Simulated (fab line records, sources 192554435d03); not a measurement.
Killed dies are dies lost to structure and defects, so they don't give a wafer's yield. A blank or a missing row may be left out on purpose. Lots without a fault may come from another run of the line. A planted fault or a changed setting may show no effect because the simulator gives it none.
Which tool did it? | flow n5_finfet | 10 lots, 30 wafers sampled, at 3 steps of a route of 1938

WHAT THE GAUGES READ, wafer by wafer
N5_BEOL_M13_OVL_MEAS_11.
lot  | measured     | on         | V12_OVL (nm)
L615 | day 11 04:01 | overlay-02 | -5 -1 -10
L616 | day 11 17:17 | overlay-02 | 5 2 5
L619 | day 12 04:22 | overlay-01 | 3 -3 0
L618 | day 12 06:53 | overlay-02 | 5 6 2
L623 | day 13 14:28 | overlay-01 | 0 0 6
L624 | day 13 14:25 | overlay-01 | 1 2 0
L626 | day 14 08:22 | overlay-01 | 7 3 6
L634 | day 16 01:20 | overlay-01 | 5 -2 1
L635 | day 16 10:25 | overlay-01 | 14 10 8
L637 | day 16 15:05 | overlay-01 | 16 11 7

WHICH TOOL RAN EACH LOT (tool, then ch and the chambers of the sampled wafers, then the start)
lot  | N5_BEOL_M12_DESCUM_33              | N5_BEOL_M12_STRIP_37
L615 | rie_diel-04 ch 0,1, day 10 23:20   | plasma_asher-01 ch 0,1, day 10 23:54
L616 | rie_diel-04 ch 1,2,3, day 11 12:40 | plasma_asher-02 ch 0,1, day 11 13:13
L619 | rie_diel-04 ch 0,1,2, day 11 21:06 | plasma_asher-02 ch 0,1, day 11 21:39
L618 | rie_diel-02 ch 0,1,2, day 11 22:44 | plasma_asher-02 ch 0,1, day 11 23:19
L623 | rie_diel-01 ch 1,2,3, day 13 09:56 | plasma_asher-01 ch 0,1, day 13 10:29
L624 | rie_diel-01 ch 0,3, day 13 11:02   | plasma_asher-01 ch 0,1, day 13 11:35
L626 | rie_diel-02 ch 0,1, day 14 04:02   | plasma_asher-01 ch 0,1, day 14 04:35
L634 | rie_diel-04 ch 2,3, day 15 22:08   | plasma_asher-02 ch 0, day 15 22:43
L635 | rie_diel-02 ch 0,1,2, day 16 07:14 | plasma_asher-01 ch 1, day 16 07:47
L637 | rie_diel-04 ch 1,2,3, day 16 10:55 | plasma_asher-02 ch 0,1, day 16 11:29
- N5_BEOL_M12_DESCUM_33: chemistry O2, time 7.9 s.
- N5_BEOL_M12_STRIP_37: strips in N2/H2.

WHAT THE TOOLS THEMSELVES READ (means of the sampled wafers that have a number; where no wafer has one, the mark that the record gives instead)
N5_BEOL_M12_DESCUM_33.
lot  | tool        | drypump_motor_current_A (A) | o2_flow_sccm (sccm) | oes_product_au (a.u.) | rf_vpp_V (V) | showerhead_plenum_p_Torr (Torr) | throttle_valve_pct (%)
L615 | rie_diel-04 | 5.4                         | 225.4               | 0.72                  | 243.8        | 2.07                            | 20.45
L616 | rie_diel-04 | 5.7                         | 224.8               | 0.84                  | 243.5        | 2.11                            | 20.42
L619 | rie_diel-04 | 5.6                         | 224.5               | 0.74                  | 243.0        | 2.08                            | 20.37
L618 | rie_diel-02 | 6.2                         | 224.3               | 0.78                  | 243.4        | 2.13                            | 20.64
L623 | rie_diel-01 | 6.1                         | 224.8               | 0.84                  | 242.6        | 2.09                            | 20.63
L624 | rie_diel-01 | 6.1                         | 225.3               | 0.80                  | 241.8        | 2.03                            | 20.30
L626 | rie_diel-02 | 6.0                         | 225.6               | 0.79                  | 244.1        | 2.11                            | 20.50
L634 | rie_diel-04 | 5.9                         | 225.1               | 0.77                  | 242.9        | 2.09                            | 20.33
L635 | rie_diel-02 | 6.2                         | 225.4               | 0.73                  | 244.1        | 2.12                            | 20.70
L637 | rie_diel-04 | 5.7                         | 225.2               | 0.77                  | 242.7        | 2.09                            | 20.49

N5_BEOL_M12_STRIP_37.
lot  | tool            | drypump_motor_current_A (A) | heater_power_w (W) | oes_product_au (a.u.)
L615 | plasma_asher-01 | 5.53                        | 344                | 0.792
L616 | plasma_asher-02 | 5.10                        | 364                | 0.798
L619 | plasma_asher-02 | 5.03                        | 352                | 0.780
L618 | plasma_asher-02 | 5.03                        | 362                | 0.788
L623 | plasma_asher-01 | 5.61                        | 352                | 0.790
L624 | plasma_asher-01 | 5.59                        | 354                | 0.789
L626 | plasma_asher-01 | 5.60                        | 359                | 0.781
L634 | plasma_asher-02 | 4.98                        | 342                | 0.790
L635 | plasma_asher-01 | 5.67                        | 367                | 0.798
L637 | plasma_asher-02 | 5.10                        | 365                | 0.786

THE ANSWER, worked out from the rows above alone
Rule: what is usual is taken from the lots themselves. Put in order of their means at a reading, lots are off if they are a third of the lots or fewer, leave a main group of 4 or more, and stand apart from it by a gap of 3 or more times the standard deviation of the main group's means; of several such gaps the widest counts. A main group whose means are all the same, to the digits that the tables above print for the reading, isn't used. A lot without any number at a reading at which 4 lots or more have one is off too. The other lots that the step has rows for count as sound. The gauges are gone through in route order, then the tools' own readings, and for those a lot's mean is taken as printed above. The first step at which some lot is off is used, and at that step the reading that is off furthest; a lot without a number counts as furthest.
No lot is off at any reading shown: from this, nothing can be told.

WHAT THE SIMULATOR HAD PUT IN
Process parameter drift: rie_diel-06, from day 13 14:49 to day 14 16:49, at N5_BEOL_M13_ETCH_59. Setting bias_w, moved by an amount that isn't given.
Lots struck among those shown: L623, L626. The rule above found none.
